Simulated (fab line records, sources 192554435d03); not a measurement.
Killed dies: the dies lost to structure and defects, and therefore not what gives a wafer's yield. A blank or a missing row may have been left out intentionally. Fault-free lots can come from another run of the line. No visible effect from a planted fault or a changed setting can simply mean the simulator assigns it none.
Which tool did it? || flow n5Finfet || 10 lots, 30 wafers sampled, at 2 steps of a route of 1938

== WHAT THE GAUGES READ, wafer by wafer ==
N5_BEOL_M6_OVL_MEAS_29.
{"lot": "L956", "measured": "day 10 09:14", "on": "overlay-01", "V5_OVL (nm)": "0.4 -0.1 0.5"}
{"lot": "L957", "measured": "day 10 12:24", "on": "overlay-02", "V5_OVL (nm)": "0.1 -0.4 0.3"}
{"lot": "L959", "measured": "day 11 01:45", "on": "overlay-02", "V5_OVL (nm)": "0.6 0.1 0.7"}
{"lot": "L961", "measured": "day 11 12:37", "on": "overlay-01", "V5_OVL (nm)": "-0.4 1.0 0.4"}
{"lot": "L960", "measured": "day 11 13:02", "on": "overlay-02", "V5_OVL (nm)": "0.2 0.1 0.3"}
{"lot": "L965", "measured": "day 12 17:35", "on": "overlay-02", "V5_OVL (nm)": "-0.4 0.3 -0.1"}
{"lot": "L967", "measured": "day 12 21:47", "on": "overlay-01", "V5_OVL (nm)": "-0.5 0.0 -0.5"}
{"lot": "L972", "measured": "day 14 11:07", "on": "overlay-02", "V5_OVL (nm)": "-0.4 0.6 0.9"}
{"lot": "L974", "measured": "day 14 22:44", "on": "overlay-01", "V5_OVL (nm)": "-0.7 0.4 -0.7"}
{"lot": "L975", "measured": "day 15 02:29", "on": "overlay-01", "V5_OVL (nm)": "-0.4 0.3 -0.7"}

== WHAT TOOL EACH LOT RAN ON (gives the tool, then ch and the chambers of the sampled wafers, and finally the start) ==
{"lot": "L956", "N5_BEOL_M6_ETCH_61": "rieDiel-03 ch 0,1, day 10 08:26"}
{"lot": "L957", "N5_BEOL_M6_ETCH_61": "rieDiel-03 ch 0,1,3, day 10 10:11"}
{"lot": "L959", "N5_BEOL_M6_ETCH_61": "rieDiel-01 ch 0,1,2, day 11 00:00"}
{"lot": "L961", "N5_BEOL_M6_ETCH_61": "rieDiel-03 ch 1,2, day 11 11:16"}
{"lot": "L960", "N5_BEOL_M6_ETCH_61": "rieDiel-03 ch 1,2,3, day 11 12:05"}
{"lot": "L965", "N5_BEOL_M6_ETCH_61": "rieDiel-01 ch 1,2,3, day 12 16:13"}
{"lot": "L967", "N5_BEOL_M6_ETCH_61": "rieDiel-01 ch 1,2,3, day 12 19:16"}
{"lot": "L972", "N5_BEOL_M6_ETCH_61": "rieDiel-01 ch 1,3, day 14 10:08"}
{"lot": "L974", "N5_BEOL_M6_ETCH_61": "rieDiel-03 ch 1,2,3, day 14 21:51"}
{"lot": "L975", "N5_BEOL_M6_ETCH_61": "rieDiel-04 ch 0,1,3, day 15 00:23"}
- N5_BEOL_M6_ETCH_61: etches SiARC in CF4, target depth 45.5 nm, time 75.8 s.

== AS READ BY THE TOOLS THEMSELVES (means over the sampled wafers that have a number; for cases with no such wafer, the mark the record gives instead) ==
N5_BEOL_M6_ETCH_61.
{"lot": "L956", "tool": "rieDiel-03", "drypumpMotorCurrentA (A)": 5.9, "etchRfOnTimeS (s)": 74.9, "oesProductAu (a.u.)": 0.77, "rfFwdPowerW (W)": 540.0, "rfVppV (V)": 183.3, "showerheadPlenumPTorr (Torr)": 2.10, "throttleValvePct (%)": 15.29}
{"lot": "L957", "tool": "rieDiel-03", "drypumpMotorCurrentA (A)": 5.8, "etchRfOnTimeS (s)": 75.1, "oesProductAu (a.u.)": 0.73, "rfFwdPowerW (W)": 537.4, "rfVppV (V)": 184.0, "showerheadPlenumPTorr (Torr)": 2.09, "throttleValvePct (%)": 15.50}
{"lot": "L959", "tool": "rieDiel-01", "drypumpMotorCurrentA (A)": 6.1, "etchRfOnTimeS (s)": 77.2, "oesProductAu (a.u.)": 0.61, "rfFwdPowerW (W)": 540.3, "rfVppV (V)": 183.2, "showerheadPlenumPTorr (Torr)": 2.10, "throttleValvePct (%)": 15.55}
{"lot": "L961", "tool": "rieDiel-03", "drypumpMotorCurrentA (A)": 6.1, "etchRfOnTimeS (s)": 75.3, "oesProductAu (a.u.)": 0.72, "rfFwdPowerW (W)": 540.3, "rfVppV (V)": 184.5, "showerheadPlenumPTorr (Torr)": 2.14, "throttleValvePct (%)": 15.48}
{"lot": "L960", "tool": "rieDiel-03", "drypumpMotorCurrentA (A)": 5.9, "etchRfOnTimeS (s)": 74.7, "oesProductAu (a.u.)": 0.68, "rfFwdPowerW (W)": 539.4, "rfVppV (V)": 183.8, "showerheadPlenumPTorr (Torr)": 2.12, "throttleValvePct (%)": 15.70}
{"lot": "L965", "tool": "rieDiel-01", "drypumpMotorCurrentA (A)": 6.0, "etchRfOnTimeS (s)": 74.9, "oesProductAu (a.u.)": 0.68, "rfFwdPowerW (W)": 539.9, "rfVppV (V)": 183.3, "showerheadPlenumPTorr (Torr)": 2.09, "throttleValvePct (%)": 15.59}
{"lot": "L967", "tool": "rieDiel-01", "drypumpMotorCurrentA (A)": 6.0, "etchRfOnTimeS (s)": 75.8, "oesProductAu (a.u.)": 0.67, "rfFwdPowerW (W)": 538.9, "rfVppV (V)": 184.4, "showerheadPlenumPTorr (Torr)": 2.09, "throttleValvePct (%)": 15.60}
{"lot": "L972", "tool": "rieDiel-01", "drypumpMotorCurrentA (A)": 5.8, "etchRfOnTimeS (s)": 73.2, "oesProductAu (a.u.)": 0.68, "rfFwdPowerW (W)": 539.7, "rfVppV (V)": 183.1, "showerheadPlenumPTorr (Torr)": 2.07, "throttleValvePct (%)": 15.69}
{"lot": "L974", "tool": "rieDiel-03", "drypumpMotorCurrentA (A)": 5.9, "etchRfOnTimeS (s)": 75.9, "oesProductAu (a.u.)": 0.65, "rfFwdPowerW (W)": 542.2, "rfVppV (V)": 183.3, "showerheadPlenumPTorr (Torr)": 2.11, "throttleValvePct (%)": 15.75}
{"lot": "L975", "tool": "rieDiel-04", "drypumpMotorCurrentA (A)": 5.8, "etchRfOnTimeS (s)": 76.2, "oesProductAu (a.u.)": 0.67, "rfFwdPowerW (W)": 539.1, "rfVppV (V)": 185.0, "showerheadPlenumPTorr (Torr)": 2.19, "throttleValvePct (%)": 15.58}

== THE ANSWER, worked out from the rows above alone ==
Rule: what is usual is taken from the lots themselves. Put in order of their means at a reading, lots are off if they are a third of the lots or fewer, leave a main group of 4 or more, and stand apart from it by a gap of 3 or more times the standard deviation of the main group's means; of several such gaps the widest counts. Not used: any main group whose means are identical at the precision the tables above print for the reading. A lot without any number at a reading at which 4 lots or more have one is off too. Where the step has rows for the other lots, those lots are counted as sound. Order of review: gauges by route order, followed by the tools' own readings, for which a lot's mean as printed above is used. At the first step where some lot is off, the reading lying furthest off is the one used; lots without a number count as furthest.
None of the lots is off at any reading shown; this tells nothing.

== WHAT WAS PUT IN BY THE SIMULATOR ==
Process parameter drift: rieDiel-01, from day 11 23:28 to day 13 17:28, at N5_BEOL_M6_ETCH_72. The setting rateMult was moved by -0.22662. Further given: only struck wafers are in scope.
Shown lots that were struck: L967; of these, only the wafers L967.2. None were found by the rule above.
